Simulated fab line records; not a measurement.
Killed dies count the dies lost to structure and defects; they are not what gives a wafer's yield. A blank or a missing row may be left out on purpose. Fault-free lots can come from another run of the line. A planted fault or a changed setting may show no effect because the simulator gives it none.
Which tool was responsible? || flow n5-finfet || 8 lots with 24 wafers sampled at 5 steps, on a route of 1938 steps

== WHAT EACH GAUGE READ, for each wafer ==
N5_BEOL_M4_RC_MEAS_101.
{"lot": "L610", "measured": "day 8 03:34", "on": "prober-01", "VT_N (mV)": "244.1 248.1 248.0"}
{"lot": "L617", "measured": "day 9 18:08", "on": "prober-01", "VT_N (mV)": "255.4 249.0 249.9"}
{"lot": "L622", "measured": "day 11 04:47", "on": "prober-02", "VT_N (mV)": "248.3 252.3 249.6"}
{"lot": "L625", "measured": "day 11 15:35", "on": "prober-02", "VT_N (mV)": "248.9 267.4 260.8"}
{"lot": "L627", "measured": "day 12 17:29", "on": "prober-01", "VT_N (mV)": "266.3 246.7 265.3"}
{"lot": "L611", "measured": "day 13 19:43", "on": "prober-02", "VT_N (mV)": "247.3 251.2 250.4"}
{"lot": "L629", "measured": "day 13 17:08", "on": "prober-01", "VT_N (mV)": "253.6 250.6 250.1"}
{"lot": "L631", "measured": "day 15 05:43", "on": "prober-01", "VT_N (mV)": "247.2 251.6 243.3"}

== WHICH TOOL RAN EACH LOT (tool, then ch and the chambers of the sampled wafers, then the start) ==
{"lot": "L610", "N5_HKMG_FIN_ETCH_35": "rie-diel-01 ch 0,2, day 4 11:28", "N5_HKMG_FIN_STRIP_92": "rie-diel-01 ch 0,2, day 4 11:37", "N5_HKMG_FIN_ALD_91": "ald-metal-01 ch 0,1, day 4 12:08", "N5_HKMG_FIN_ETCHBACK_68": "rie-metal-01 ch 1, day 4 13:46"}
{"lot": "L617", "N5_HKMG_FIN_ETCH_35": "rie-diel-03 ch 2,3, day 6 06:31", "N5_HKMG_FIN_STRIP_92": "rie-diel-03 ch 2,3, day 6 06:40", "N5_HKMG_FIN_ALD_91": "ald-metal-01 ch 1,3, day 6 07:12", "N5_HKMG_FIN_ETCHBACK_68": "rie-metal-02 ch 0,1, day 6 08:55"}
{"lot": "L622", "N5_HKMG_FIN_ETCH_35": "rie-diel-03 ch 0,1,2, day 7 08:02", "N5_HKMG_FIN_STRIP_92": "rie-diel-03 ch 0,1,2, day 7 08:11", "N5_HKMG_FIN_ALD_91": "ald-metal-01 ch 1,2,3, day 7 08:43", "N5_HKMG_FIN_ETCHBACK_68": "rie-metal-01 ch 0,1, day 7 10:23"}
{"lot": "L625", "N5_HKMG_FIN_ETCH_35": "rie-diel-01 ch 0,3, day 8 04:12", "N5_HKMG_FIN_STRIP_92": "rie-diel-01 ch 0,3, day 8 04:21", "N5_HKMG_FIN_ALD_91": "ald-metal-01 ch 0,3, day 8 04:53", "N5_HKMG_FIN_ETCHBACK_68": "rie-metal-01 ch 0,1, day 8 06:31"}
{"lot": "L627", "N5_HKMG_FIN_ETCH_35": "rie-diel-01 ch 0,1,2, day 8 14:37", "N5_HKMG_FIN_STRIP_92": "rie-diel-01 ch 0,1,2, day 8 14:46", "N5_HKMG_FIN_ALD_91": "ald-metal-01 ch 0,1,2, day 8 15:20", "N5_HKMG_FIN_ETCHBACK_68": "rie-metal-01 ch 0,1, day 8 17:10"}
{"lot": "L611", "N5_HKMG_FIN_ETCH_35": "rie-diel-01 ch 0,1,3, day 9 02:17", "N5_HKMG_FIN_STRIP_92": "rie-diel-01 ch 0,1,3, day 9 02:26", "N5_HKMG_FIN_ALD_91": "ald-metal-04 ch 2,3, day 9 02:58", "N5_HKMG_FIN_ETCHBACK_68": "rie-metal-02 ch 0,1, day 9 04:43"}
{"lot": "L629", "N5_HKMG_FIN_ETCH_35": "rie-diel-03 ch 1,2,3, day 9 10:11", "N5_HKMG_FIN_STRIP_92": "rie-diel-03 ch 1,2,3, day 9 10:17", "N5_HKMG_FIN_ALD_91": "ald-metal-04 ch 0,3, day 9 10:47", "N5_HKMG_FIN_ETCHBACK_68": "rie-metal-02 ch 0,1, day 9 12:28"}
{"lot": "L631", "N5_HKMG_FIN_ETCH_35": "rie-diel-01 ch 0,2,3, day 9 23:12", "N5_HKMG_FIN_STRIP_92": "rie-diel-01 ch 0,2,3, day 9 23:21", "N5_HKMG_FIN_ALD_91": "ald-metal-04 ch 0,1,2, day 9 23:55", "N5_HKMG_FIN_ETCHBACK_68": "rie-metal-02 ch 0,1, day 10 01:47"}
- N5_HKMG_FIN_ETCH_35: etches SOC in N2/H2, target depth 215.8 nm, time 243.4 s.
- N5_HKMG_FIN_STRIP_92: strips SOC in N2/H2, time 20 s.
- N5_HKMG_FIN_ALD_91: deposits TiN, target thk 1 nm, pulse time 1 s, purge time 3 s.
- N5_HKMG_FIN_ETCHBACK_68: etches the open film in Cl2/Ar, stops on HfO2, target depth 0.5 nm.

== THE ANSWER, worked out from the rows above alone ==
Rule: usual is defined by the lots themselves. Put in order of their means at a reading, lots are off if they are a third of the lots or fewer, leave a main group of 4 or more, and stand apart from it by a gap of 3 or more times the standard deviation of the main group's means; of several such gaps the widest counts. The tables above print the reading to a certain number of digits; a main group whose means all agree to those digits is not used. Also off: a lot with no number at a reading for which 4 or more lots have one. Any other lot the step has rows for is counted as sound.
Off: L625, L627, seen at N5_BEOL_M4_RC_MEAS_101 (VT_N). The main group: mean 249.4 mV, standard deviation 1.8.
A tool fits if, at a process step before that reading, it ran every lot that is off, and no sound lot after the first of them. The gauges at N5_BEOL_M4_RC_MEAS_101 are tried like those tools. Undecided on this evidence; 2 tools fit (ald-metal-01 at N5_HKMG_FIN_ALD_91, rie-metal-01 at N5_HKMG_FIN_ETCHBACK_68).

== WHAT THE SIMULATOR HAD PUT IN ==
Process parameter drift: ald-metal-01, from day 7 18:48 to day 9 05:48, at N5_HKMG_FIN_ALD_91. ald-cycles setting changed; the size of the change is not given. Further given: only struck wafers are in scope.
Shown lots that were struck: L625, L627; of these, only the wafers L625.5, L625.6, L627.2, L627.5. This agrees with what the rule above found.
